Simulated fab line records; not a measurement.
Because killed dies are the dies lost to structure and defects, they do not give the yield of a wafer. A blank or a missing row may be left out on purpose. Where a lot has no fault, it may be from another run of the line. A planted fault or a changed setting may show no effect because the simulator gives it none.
Which tool is to blame?    flow nand harc    12 lots with 36 wafers sampled at 2 steps, on a route of 1302 steps

## WHAT THE GAUGES SHOWED, per wafer
NHARC_P_GATE_INSPECT_68.
lot   measured      on                 raw defect count
L075  day 6 02:59   defect inspect-02  169 117 203
L077  day 7 02:16   defect inspect-01  222 326 193
L079  day 7 17:50   defect inspect-02  88 124 80
L081  day 8 21:49   defect inspect-01  225 238 144
L083  day 9 14:08   defect inspect-02  178 151 141
L085  day 10 07:51  defect inspect-02  255 210 117
L088  day 11 22:40  defect inspect-01  83 195 117
L089  day 12 01:53  defect inspect-02  345 218 466
L091  day 12 22:49  defect inspect-02  232 303 298
L094  day 14 04:35  defect inspect-01  288 242 219
L095  day 14 09:44  defect inspect-02  170 143 115
L096  day 15 05:49  defect inspect-01  235 146 191

## WHAT TOOL EACH LOT RAN ON (gives the tool, then ch and the chambers of the sampled wafers, and finally the start)
lot   NHARC_P_GATE_STRIP_95
L075  plasma asher-02 ch 0,1, day 6 01:10
L077  plasma asher-01 ch 0,1, day 7 00:19
L079  plasma asher-01 ch 0,1, day 7 15:59
L081  plasma asher-02 ch 0,1, day 8 19:59
L083  plasma asher-01 ch 0,1, day 9 12:18
L085  plasma asher-01 ch 0,1, day 10 06:01
L088  plasma asher-01 ch 0,1, day 11 20:50
L089  plasma asher-01 ch 0,1, day 12 00:04
L091  plasma asher-02 ch 1, day 12 20:55
L094  plasma asher-02 ch 0,1, day 14 02:44
L095  plasma asher-01 ch 0,1, day 14 07:55
L096  plasma asher-02 ch 0,1, day 15 04:01
- NHARC_P_GATE_STRIP_95: strips in O2.

## THE ANSWER, worked out from the rows above alone
Rule: what is usual is taken from the lots themselves. Put in order of their means at a reading, lots are off if they are a third of the lots or fewer, leave a main group of 4 or more, and stand apart from it by a gap of 3 or more times the standard deviation of the main group's means; of several such gaps the widest counts. A main group whose means are all the same, to the digits that the tables above print for the reading, isn't used. A lot without any number at a reading at which 4 lots or more have one is off too. Any other lot the step has rows for is counted as sound.
Nothing can be told from this: no lot is off at any reading shown.

## WHAT THE SIMULATOR HAD PUT IN
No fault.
